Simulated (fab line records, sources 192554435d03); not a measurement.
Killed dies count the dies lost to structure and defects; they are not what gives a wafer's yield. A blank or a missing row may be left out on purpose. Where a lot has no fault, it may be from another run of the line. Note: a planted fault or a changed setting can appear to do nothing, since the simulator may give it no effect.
fab line records :: flow n5Finfet
[record]
  lots = 14
  wafers = 36
  lastDay = 17
route steps=1938 shown BEOL_M7@1328 BEOL_M15@1823 PAD_METAL@1893 PASSIVATION@1936
lots that met no fault: taken from a fault-free run of the same line
startH: hours from the record's first day to the start of the lot's first wafer shown :: waitH: hours elapsed since this lot's preceding step :: " unchanged from the row above :: L1.1+2: a single row standing in for several wafers :: - either no value or no given start :: * or withheld: withheld :: < > ~ a bound
route shown NAME@n: a module of which the file shows steps, and the number in the route of the first :: usual: average and standard deviation across the fault-free wafers :: same: alike in all rows :: chamber/n: place in a boat :: sites: readings site by site :: _std_site: the standard deviation of these :: _edge_site: mean of outer sites minus mean of inner sites :: radiusMm: how far each site lies from the wafer's centre :: mask NAME#n: copy n :: behind: the tool/chamber that last shaped the wafer :: hold: the reason the lot was held/the length of the hold in hours/how it ended :: device: whichever transistor did not switch (one of n, p or np) :: end of line: the route-end tests of the same wafers :: step lacking rows: just its recipe :: killed: at the first sort, the dies lost to defects and structure; wafer yield is something else :: map: the dies of a wafer, with x for killed, . for not killed, _ for no die there
set.NAME: the setting the step ran with; set.NAME@STEP: the setting that earlier step ran with :: model.NAME: the simulator's own value behind a step, which no gauge read
steps of the route over a sample of lots; a table a step, a row a wafer
services: a tool's chamber out of use, with start hour (startH, from the record's first day; less than 0 if before it), hours out, and reason
[[steps]]
[step N5_BEOL_M7_PRE_CLEAN_55]
[recipe]
  gas = NH3
  timeS = 15
  tempC = withheld
  rfPowerW = 300
lot.wafer: L679.1+2+4
tool: pecvd-02
chamber: 0,2,1
startH: 206.70
waitH: 0.0

lot.wafer: L680.4+5+6
tool: pecvd-01
chamber: 0,0,1
startH: 209.24
waitH: 0.0

lot.wafer: L681.1+2+6
tool: pecvd-02
chamber: 1,0,1
startH: 216.50
waitH: 0.0

lot.wafer: L682.1+4+6
tool: pecvd-02
chamber: 0,1,0
startH: 217.26
waitH: 0.0

lot.wafer: L684.1+3+4
tool: pecvd-01
chamber: 0,0,1
startH: 229.50
waitH: 0.0

lot.wafer: L685.2+4+6
tool: pecvd-01
chamber: 2,1,2
startH: 241.65
waitH: 0.0

lot.wafer: L687.2
tool: pecvd-01
chamber: 1
startH: 241.92
waitH: 0.0

lot.wafer: L689.2
tool: pecvd-01
chamber: 1
startH: 262.00
waitH: 0.0

lot.wafer: L692.1+2+3
tool: pecvd-04
chamber: 2,1,0
startH: 269.17
waitH: 0.0

lot.wafer: L691.5
tool: pecvd-01
chamber: 1
startH: 270.94
waitH: 0.0

lot.wafer: L694.1+2+5
tool: pecvd-02
chamber: 2,1,0
startH: 299.21
waitH: 0.0

lot.wafer: L697.1+4+6
tool: pecvd-04
chamber: 0,0,1
startH: 304.77
waitH: 0.0

lot.wafer: L696.1+3+6
tool: pecvd-02
chamber: 1,0,0
startH: 306.25
waitH: 0.0

lot.wafer: L699.2+3+6
tool: pecvd-04
chamber: 0,1,0
startH: 317.08
waitH: 0.0
[step N5_BEOL_M15_ANNEAL_48]
[recipe]
  tempC = 225
  timeS = 90
  ambient = N2
[usual]
  annealTempC = 225.01/0.17
  annealTempCMax = 225.86/0.22
  wafer_temp_C_max = 226.6/0.42
lot.wafer: L679.1
tool: rtpAnneal-02
chamber: 0
startH: 260.85
waitH: 0.2
annealTempC: 224.96
annealTempCMax: 225.92
wafer_temp_C_max: 226.2

lot.wafer: L679.2
tool: rtpAnneal-02
chamber: 0
startH: 260.85
waitH: 0.2
annealTempC: 225.03
annealTempCMax: 225.78
wafer_temp_C_max: 226.4

lot.wafer: L679.4
tool: rtpAnneal-02
chamber: 0
startH: 260.85
waitH: 0.2
annealTempC: 224.69
annealTempCMax: 225.50
wafer_temp_C_max: 226.9

lot.wafer: L681.1
tool: rtpAnneal-02
chamber: 0
startH: 265.09
waitH: 0.2
annealTempC: 224.93
annealTempCMax: 225.82
wafer_temp_C_max: 227.1

lot.wafer: L681.2
tool: rtpAnneal-02
chamber: 0
startH: 265.09
waitH: 0.2
annealTempC: 224.92
annealTempCMax: 225.72
wafer_temp_C_max: 227.0

lot.wafer: L681.6
tool: rtpAnneal-02
chamber: 0
startH: 265.09
waitH: 0.2
annealTempC: 225.06
annealTempCMax: 225.99
wafer_temp_C_max: 226.8

lot.wafer: L682.1
tool: rtpAnneal-02
chamber: 0
startH: 267.86
waitH: 0.5
annealTempC: 225.16
annealTempCMax: 225.78
wafer_temp_C_max: 227.0

lot.wafer: L682.4
tool: rtpAnneal-02
chamber: 0
startH: 267.86
waitH: 0.5
annealTempC: 225.05
annealTempCMax: 226.01
wafer_temp_C_max: 227.7

lot.wafer: L682.6
tool: rtpAnneal-02
chamber: 0
startH: 267.86
waitH: 0.5
annealTempC: 225.05
annealTempCMax: 225.99
wafer_temp_C_max: 226.7

lot.wafer: L680.4
tool: rtpAnneal-01
chamber: 0
startH: 268.19
waitH: 0.2
annealTempC: 224.83
annealTempCMax: 225.61
wafer_temp_C_max: 226.5

lot.wafer: L680.5
tool: rtpAnneal-01
chamber: 0
startH: 268.19
waitH: 0.2
annealTempC: 224.93
annealTempCMax: 225.77
wafer_temp_C_max: 226.5

lot.wafer: L680.6
tool: rtpAnneal-01
chamber: 0
startH: 268.19
waitH: 0.2
annealTempC: 225.10
annealTempCMax: 225.79
wafer_temp_C_max: 226.6

lot.wafer: L684.1
tool: rtpAnneal-01
chamber: 0
startH: 288.82
waitH: 0.5
annealTempC: 224.96
annealTempCMax: 225.63
wafer_temp_C_max: 226.2

lot.wafer: L684.3
tool: rtpAnneal-01
chamber: 0
startH: 288.82
waitH: 0.5
annealTempC: 225.00
annealTempCMax: 225.80
wafer_temp_C_max: 225.8

lot.wafer: L684.4
tool: rtpAnneal-01
chamber: 0
startH: 288.82
waitH: 0.5
annealTempC: 225.01
annealTempCMax: 225.65
wafer_temp_C_max: 226.2

lot.wafer: L685.2
tool: rtpAnneal-02
chamber: 0
startH: 300.36
waitH: 0.2
annealTempC: 224.82
annealTempCMax: 225.65
wafer_temp_C_max: 227.5

lot.wafer: L685.4
tool: rtpAnneal-02
chamber: 0
startH: 300.36
waitH: 0.2
annealTempC: 224.79
annealTempCMax: 225.64
wafer_temp_C_max: 226.5

lot.wafer: L685.6
tool: rtpAnneal-02
chamber: 0
startH: 300.36
waitH: 0.2
annealTempC: 224.88
annealTempCMax: 225.86
wafer_temp_C_max: 226.0

lot.wafer: L687.2
tool: rtpAnneal-02
chamber: 0
startH: 303.45
waitH: 0.2
annealTempC: 225.21
annealTempCMax: 226.05
wafer_temp_C_max: 226.9

lot.wafer: L689.2
tool: rtpAnneal-01
chamber: 0
startH: 321.91
waitH: 0.2
annealTempC: 225.10
annealTempCMax: 226.13
wafer_temp_C_max: 226.0

lot.wafer: L691.5
tool: rtpAnneal-02
chamber: 0
startH: 330.08
waitH: 0.3
annealTempC: 224.93
annealTempCMax: 225.85
wafer_temp_C_max: 226.4

lot.wafer: L692.1
tool: rtpAnneal-02
chamber: 0
startH: 330.73
waitH: 0.4
annealTempC: 225.24
annealTempCMax: 226.04
wafer_temp_C_max: 226.6

lot.wafer: L692.2
tool: rtpAnneal-02
chamber: 0
startH: 330.73
waitH: 0.4
annealTempC: 225.29
annealTempCMax: 226.21
wafer_temp_C_max: 227.3

lot.wafer: L692.3
tool: rtpAnneal-02
chamber: 0
startH: 330.73
waitH: 0.4
annealTempC: 225.12
annealTempCMax: 225.98
wafer_temp_C_max: 226.8

lot.wafer: L694.1
tool: rtpAnneal-02
chamber: 0
startH: 346.95
waitH: 0.3
annealTempC: 224.94
annealTempCMax: 225.53
wafer_temp_C_max: 226.4

lot.wafer: L694.2
tool: rtpAnneal-02
chamber: 0
startH: 346.95
waitH: 0.3
annealTempC: 225.00
annealTempCMax: 225.79
wafer_temp_C_max: 227.1

lot.wafer: L694.5
tool: rtpAnneal-02
chamber: 0
startH: 346.95
waitH: 0.3
annealTempC: 225.00
annealTempCMax: 226.22
wafer_temp_C_max: 226.4

lot.wafer: L697.1
tool: rtpAnneal-01
chamber: 0
startH: 365.34
waitH: 0.2
annealTempC: 225.42
annealTempCMax: 226.14
wafer_temp_C_max: 227.4

lot.wafer: L697.4
tool: rtpAnneal-01
chamber: 0
startH: 365.34
waitH: 0.2
annealTempC: 225.18
annealTempCMax: 225.90
wafer_temp_C_max: 226.3

lot.wafer: L697.6
tool: rtpAnneal-01
chamber: 0
startH: 365.34
waitH: 0.2
annealTempC: 225.07
annealTempCMax: 225.88
wafer_temp_C_max: 226.4

lot.wafer: L696.1
tool: rtpAnneal-01
chamber: 0
startH: 366.66
waitH: 0.2
annealTempC: 224.96
annealTempCMax: 225.88
wafer_temp_C_max: 226.2

lot.wafer: L696.3
tool: rtpAnneal-01
chamber: 0
startH: 366.66
waitH: 0.2
annealTempC: 225.21
annealTempCMax: 226.34
wafer_temp_C_max: 226.1

lot.wafer: L696.6
tool: rtpAnneal-01
chamber: 0
startH: 366.66
waitH: 0.2
annealTempC: 224.79
annealTempCMax: 225.63
wafer_temp_C_max: 225.9

lot.wafer: L699.2
tool: rtpAnneal-02
chamber: 0
startH: 387.24
waitH: 0.2
annealTempC: 225.12
annealTempCMax: 225.94
wafer_temp_C_max: 226.9

lot.wafer: L699.3
tool: rtpAnneal-02
chamber: 0
startH: 387.24
waitH: 0.2
annealTempC: 225.11
annealTempCMax: 226.00
wafer_temp_C_max: 226.8

lot.wafer: L699.6
tool: rtpAnneal-02
chamber: 0
startH: 387.24
waitH: 0.2
annealTempC: 225.03
annealTempCMax: 225.85
wafer_temp_C_max: 227.5
[step N5_BEOL_M15_THK_MEAS_50]
[recipe]
  thkMeasGauge = xrf
  reads = Cu_of_BEOL_M15_ECD_47
[usual]
  M15_THK = 829/13
lot.wafer: L679.1
tool: filmMetro-02
chamber: -
startH: 261.50
waitH: -
M15_THK[nm]: 853

lot.wafer: L679.2
tool: filmMetro-02
chamber: -
startH: 261.50
waitH: -
M15_THK[nm]: 831

lot.wafer: L679.4
tool: filmMetro-02
chamber: -
startH: 261.50
waitH: -
M15_THK[nm]: 850

lot.wafer: L681.1
tool: filmMetro-02
chamber: -
startH: 265.68
waitH: -
M15_THK[nm]: 815

lot.wafer: L681.2
tool: filmMetro-02
chamber: -
startH: 265.68
waitH: -
M15_THK[nm]: 835

lot.wafer: L681.6
tool: filmMetro-02
chamber: -
startH: 265.68
waitH: -
M15_THK[nm]: 844

lot.wafer: L682.1
tool: filmMetro-02
chamber: -
startH: 268.68
waitH: -
M15_THK[nm]: 830

lot.wafer: L682.4
tool: filmMetro-02
chamber: -
startH: 268.68
waitH: -
M15_THK[nm]: 819

lot.wafer: L682.6
tool: filmMetro-02
chamber: -
startH: 268.68
waitH: -
M15_THK[nm]: 830

lot.wafer: L680.4
tool: filmMetro-02
chamber: -
startH: 268.91
waitH: -
M15_THK[nm]: 825

lot.wafer: L680.5
tool: filmMetro-02
chamber: -
startH: 268.91
waitH: -
M15_THK[nm]: 825

lot.wafer: L680.6
tool: filmMetro-02
chamber: -
startH: 268.91
waitH: -
M15_THK[nm]: 816

lot.wafer: L684.1
tool: filmMetro-02
chamber: -
startH: 289.41
waitH: -
M15_THK[nm]: 800

lot.wafer: L684.3
tool: filmMetro-02
chamber: -
startH: 289.41
waitH: -
M15_THK[nm]: 824

lot.wafer: L684.4
tool: filmMetro-02
chamber: -
startH: 289.41
waitH: -
M15_THK[nm]: 818

lot.wafer: L685.2
tool: filmMetro-02
chamber: -
startH: 300.91
waitH: -
M15_THK[nm]: 816

lot.wafer: L685.4
tool: filmMetro-02
chamber: -
startH: 300.91
waitH: -
M15_THK[nm]: 838

lot.wafer: L685.6
tool: filmMetro-02
chamber: -
startH: 300.91
waitH: -
M15_THK[nm]: 846

lot.wafer: L687.2
tool: filmMetro-02
chamber: -
startH: 303.99
waitH: -
M15_THK[nm]: 821

lot.wafer: L689.2
tool: filmMetro-01
chamber: -
startH: 322.46
waitH: -
M15_THK[nm]: 809

lot.wafer: L691.5
tool: filmMetro-02
chamber: -
startH: 330.52
waitH: -
M15_THK[nm]: 824

lot.wafer: L692.1
tool: filmMetro-01
chamber: -
startH: 331.32
waitH: -
M15_THK[nm]: 820

lot.wafer: L692.2
tool: filmMetro-01
chamber: -
startH: 331.32
waitH: -
M15_THK[nm]: 829

lot.wafer: L692.3
tool: filmMetro-01
chamber: -
startH: 331.32
waitH: -
M15_THK[nm]: 839

lot.wafer: L694.1
tool: filmMetro-01
chamber: -
startH: 347.54
waitH: -
M15_THK[nm]: 821

lot.wafer: L694.2
tool: filmMetro-01
chamber: -
startH: 347.54
waitH: -
M15_THK[nm]: 823

lot.wafer: L694.5
tool: filmMetro-01
chamber: -
startH: 347.54
waitH: -
M15_THK[nm]: 820

lot.wafer: L697.1
tool: filmMetro-01
chamber: -
startH: 365.93
waitH: -
M15_THK[nm]: 816

lot.wafer: L697.4
tool: filmMetro-01
chamber: -
startH: 365.93
waitH: -
M15_THK[nm]: 819

lot.wafer: L697.6
tool: filmMetro-01
chamber: -
startH: 365.93
waitH: -
M15_THK[nm]: 843

lot.wafer: L696.1
tool: filmMetro-02
chamber: -
startH: 367.27
waitH: -
M15_THK[nm]: 838

lot.wafer: L696.3
tool: filmMetro-02
chamber: -
startH: 367.27
waitH: -
M15_THK[nm]: 866

lot.wafer: L696.6
tool: filmMetro-02
chamber: -
startH: 367.27
waitH: -
M15_THK[nm]: 858

lot.wafer: L699.2
tool: filmMetro-02
chamber: -
startH: 387.79
waitH: -
M15_THK[nm]: 833

lot.wafer: L699.3
tool: filmMetro-02
chamber: -
startH: 387.79
waitH: -
M15_THK[nm]: 822

lot.wafer: L699.6
tool: filmMetro-02
chamber: -
startH: 387.79
waitH: -
M15_THK[nm]: 838
[step N5_PASSIVATION_DEGAS_18]
[recipe]
  ambient = vacuum
  tempC = 300
  timeS = 60
[usual]
  heaterPowerW = 435/26
lot.wafer: L681.1
tool: pvdSputter-01
chamber: -
startH: 272.85
waitH: 0.7
heaterPowerW: 455

lot.wafer: L681.2
tool: pvdSputter-01
chamber: -
startH: 272.85
waitH: 0.7
heaterPowerW: 425

lot.wafer: L681.6
tool: pvdSputter-01
chamber: -
startH: 272.85
waitH: 0.7
heaterPowerW: 424

lot.wafer: L682.1
tool: pvdSputter-01
chamber: -
startH: 275.45
waitH: 0.0
heaterPowerW: 452

lot.wafer: L682.4
tool: pvdSputter-01
chamber: -
startH: 275.45
waitH: 0.0
heaterPowerW: 432

lot.wafer: L682.6
tool: pvdSputter-01
chamber: -
startH: 275.45
waitH: 0.0
heaterPowerW: 430

lot.wafer: L680.4
tool: pvdSputter-02
chamber: -
startH: 277.82
waitH: 1.3
heaterPowerW: 464

lot.wafer: L680.5
tool: pvdSputter-02
chamber: -
startH: 277.82
waitH: 1.3
heaterPowerW: 415

lot.wafer: L680.6
tool: pvdSputter-02
chamber: -
startH: 277.82
waitH: 1.3
heaterPowerW: 454

lot.wafer: L679.1
tool: pvdSputter-02
chamber: -
startH: 278.75
waitH: 0.0
heaterPowerW: 390

lot.wafer: L679.2
tool: pvdSputter-02
chamber: -
startH: 278.75
waitH: 0.0
heaterPowerW: 461

lot.wafer: L679.4
tool: pvdSputter-02
chamber: -
startH: 278.75
waitH: 0.0
heaterPowerW: 456

lot.wafer: L684.1
tool: pvdSputter-02
chamber: -
startH: 299.37
waitH: 0.6
heaterPowerW: 394

lot.wafer: L684.3
tool: pvdSputter-02
chamber: -
startH: 299.37
waitH: 0.6
heaterPowerW: 466

lot.wafer: L684.4
tool: pvdSputter-02
chamber: -
startH: 299.37
waitH: 0.6
heaterPowerW: 462

lot.wafer: L685.2
tool: pvdSputter-02
chamber: -
startH: 309.51
waitH: 0.3
heaterPowerW: 469

lot.wafer: L685.4
tool: pvdSputter-02
chamber: -
startH: 309.51
waitH: 0.3
heaterPowerW: 454

lot.wafer: L685.6
tool: pvdSputter-02
chamber: -
startH: 309.51
waitH: 0.3
heaterPowerW: 390

lot.wafer: L687.2
tool: pvdSputter-01
chamber: -
startH: 312.14
waitH: 0.5
heaterPowerW: 453

lot.wafer: L689.2
tool: pvdSputter-02
chamber: -
startH: 330.31
waitH: 0.3
heaterPowerW: 455

lot.wafer: L691.5
tool: pvdSputter-02
chamber: -
startH: 339.58
waitH: 0.4
heaterPowerW: 459

lot.wafer: L692.1
tool: pvdSputter-02
chamber: -
startH: 340.26
waitH: 0.6
heaterPowerW: 460

lot.wafer: L692.2
tool: pvdSputter-02
chamber: -
startH: 340.26
waitH: 0.6
heaterPowerW: 460

lot.wafer: L692.3
tool: pvdSputter-02
chamber: -
startH: 340.26
waitH: 0.6
heaterPowerW: 387

lot.wafer: L694.1
tool: pvdSputter-01
chamber: -
startH: 358.48
waitH: 0.4
heaterPowerW: 431

lot.wafer: L694.2
tool: pvdSputter-01
chamber: -
startH: 358.48
waitH: 0.4
heaterPowerW: 440

lot.wafer: L694.5
tool: pvdSputter-01
chamber: -
startH: 358.48
waitH: 0.4
heaterPowerW: 446

lot.wafer: L696.1
tool: pvdSputter-02
chamber: -
startH: 379.91
waitH: 0.3
heaterPowerW: 455

lot.wafer: L696.3
tool: pvdSputter-02
chamber: -
startH: 379.91
waitH: 0.3
heaterPowerW: 468

lot.wafer: L696.6
tool: pvdSputter-02
chamber: -
startH: 379.91
waitH: 0.3
heaterPowerW: 454

lot.wafer: L697.1
tool: pvdSputter-02
chamber: -
startH: 380.25
waitH: 0.3
heaterPowerW: 462

lot.wafer: L697.4
tool: pvdSputter-02
chamber: -
startH: 380.25
waitH: 0.3
heaterPowerW: 446

lot.wafer: L697.6
tool: pvdSputter-02
chamber: -
startH: 380.25
waitH: 0.3
heaterPowerW: 379

lot.wafer: L699.2
tool: pvdSputter-01
chamber: -
startH: 396.22
waitH: 0.1
heaterPowerW: 437

lot.wafer: L699.3
tool: pvdSputter-01
chamber: -
startH: 396.22
waitH: 0.1
heaterPowerW: 467

lot.wafer: L699.6
tool: pvdSputter-01
chamber: -
startH: 396.22
waitH: 0.1
heaterPowerW: 422
[step N5_PASSIVATION_PROBE_49]
[usual]
  defectLimitedYield = 91.1/1.4
  killed_at_M0_to_M3 = 35/8.7
  killed_at_M4_up = 14/5.3
  killedAtContacts = 12/6.2
  killedAtFrontEnd = 41/12
  killedAtOther = 3.4/2.6
  killedDies = 105/16
  killedOnRim = 14/3.8
  killedOpen = 67/13
  killedShort = 36/7.3
  sort_bin_5_function = 5.2/0.96
  sort_bin_6_memory = 3.3/0.6
  sortNPass = 1075/16
  sortYieldPct = 91.1/1.4
[same]
  grossDies = 1180
  killedAtBackSide = 0
  sort_bin_4_leakage[%] = 0
  sort_bin_8_speed[%] = 0
lot.wafer: L687.2
tool: prober-02
chamber: -
startH: 317.97
waitH: 0.1
defectLimitedYield[%]: 86.2
killed_at_M0_to_M3: 34
killed_at_M4_up: 79
killedAtContacts: 17
killedAtFrontEnd: 28
killedAtOther: 5
killedDies: 163
killedOnRim: 32
killedOpen: 76
killedShort: 25
sort_bin_5_function[%]: 9.0
sort_bin_6_memory[%]: 4.0
sortNPass: 1017
sortYieldPct[%]: 86.2

lot.wafer: L689.2
tool: prober-01
chamber: -
startH: 336.15
waitH: 0.1
defectLimitedYield[%]: 86.9
killed_at_M0_to_M3: 33
killed_at_M4_up: 65
killedAtContacts: 13
killedAtFrontEnd: 40
killedAtOther: 4
killedDies: 155
killedOnRim: 33
killedOpen: 57
killedShort: 38
sort_bin_5_function[%]: 8.0
sort_bin_6_memory[%]: 3.6
sortNPass: 1025
sortYieldPct[%]: 86.9

lot.wafer: L691.5
tool: prober-02
chamber: -
startH: 345.50
waitH: 0.2
defectLimitedYield[%]: 88.2
killed_at_M0_to_M3: 18
killed_at_M4_up: 87
killedAtContacts: 6
killedAtFrontEnd: 27
killedAtOther: 1
killedDies: 139
killedOnRim: 27
killedOpen: 49
killedShort: 19
sort_bin_5_function[%]: 7.7
sort_bin_6_memory[%]: 2.9
sortNPass: 1041
sortYieldPct[%]: 88.2
// killed by level:class
L687.2 BEOL_M7:unspecified=61 FIN_SAQP:geometricParticle:open=13 BEOL_M4:geometricParticle:open=12 MOL_CONTACT_COAG:geometricParticle:open=12 BEOL_M0_SAQP:geometricParticle:open=8 BEOL_M3:geometricParticle:open=7 BEOL_M1:geometricParticle:open=6 BEOL_M2:geometricParticle:open=6
L689.2 BEOL_M7:unspecified=57 BEOL_M0_SAQP:geometricParticle:short=13 MOL_CONTACT_COAG:geometricParticle:open=10 BEOL_M0_SAQP:geometricParticle:open=9 STI_FIN_REVEAL:geometricParticle:open=7 GATE_CUT:geometricParticle:short=6 BEOL_M3:geometricParticle:open=6 FIN_SAQP:geometricParticle:short=4
L691.5 BEOL_M7:unspecified=68 BEOL_M4:geometricParticle:open=9 STI_FIN_REVEAL:geometricParticle:open=5 GATE_CUT:geometricParticle:short=5 MOL_CONTACT_COAG:geometricParticle:open=5 BEOL_M2:geometricParticle:open=5 BEOL_M3:geometricParticle:open=4 BEOL_M6:geometricParticle:open=4
[[services]]
tool: pecvd-01
chamber: -
startH: 187.97
hours: 2.8
kind: pm

tool: pecvd-01
chamber: 2
startH: 202.38
hours: -
kind: clean

tool: pecvd-01
chamber: 2
startH: 202.38
hours: -
kind: consumableReplace:showerhead

tool: pecvd-01
chamber: 2
startH: 202.38
hours: 29.0
kind: scheduledDown

tool: pecvd-01
chamber: 2
startH: 202.38
hours: 29.0
kind: ventCycle

tool: pecvd-04
chamber: 2
startH: 218.76
hours: 5.5
kind: scheduledDown

tool: pecvd-02
chamber: 0
startH: 274.56
hours: 2.1
kind: scheduledDown

tool: pecvd-04
chamber: 1
startH: 284.82
hours: 5.5
kind: scheduledDown

tool: pecvd-01
chamber: -
startH: 335.32
hours: 46.5
kind: repair

tool: pecvd-02
chamber: -
startH: 355.41
hours: 0.6
kind: repair

tool: pvdSputter-01
chamber: -
startH: 363.13
hours: 9.5
kind: repair

tool: pecvd-02
chamber: -
startH: 365.01
hours: 4.3
kind: pm

tool: pvdSputter-02
chamber: -
startH: 369.14
hours: 3.4
kind: repair

tool: pecvd-04
chamber: 1
startH: 383.62
hours: -
kind: clean

tool: pecvd-04
chamber: 1
startH: 383.62
hours: -
kind: consumableReplace:showerhead

tool: pecvd-04
chamber: 1
startH: 383.62
hours: 29.0
kind: scheduledDown

tool: pecvd-04
chamber: 1
startH: 383.62
hours: 29.0
kind: ventCycle

tool: pecvd-01
chamber: 1
startH: 384.90
hours: 2.1
kind: scheduledDown
[[key]]
[firstSign]
  step = N5_PASSIVATION_PROBE_49
  reading = killed_at_M4_up
  direction = up
  sigmas = 12
  usual = 14
  struck = 77
[effect]
  step = N5_PASSIVATION_PROBE_49
  reading = killedDies
  direction = up
  sigmas = 2.9
  usual = 105
  struck = 152
[moreKillsBornAt]
  N5_BEOL_M7_PRE_CLEAN_55@pecvd-01 = 186
metAt N5_BEOL_M7_PRE_CLEAN_55
struckLots L687,L689,L691
struckWafers L687.2,L689.2,L691.5
notActingAt N5_BEOL_M15_ANNEAL_48,N5_BEOL_M15_THK_MEAS_50,N5_PASSIVATION_DEGAS_18
onsetBetween 241.65 241.92
[earlierFault]
  kind = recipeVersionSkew
  tool = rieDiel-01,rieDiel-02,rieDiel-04
  chamber = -
  onsetH = 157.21
  steps = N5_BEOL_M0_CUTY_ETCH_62
  wrongRecipe.timeS = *
[earlierFault]
  kind = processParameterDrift
  tool = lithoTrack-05
  chamber = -
  onsetH = 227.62
  steps = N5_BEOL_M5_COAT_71
  channel = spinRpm
  offset = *
  shape = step
  actsIn = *
  stated = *
[fault]
  kind = chamberParticleSource
  tool = pecvd-01
  chamber = 1
  onsetH = 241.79
  steps = N5_BEOL_M7_PRE_CLEAN_55
  ratePerVisitCm2 = 0.40761
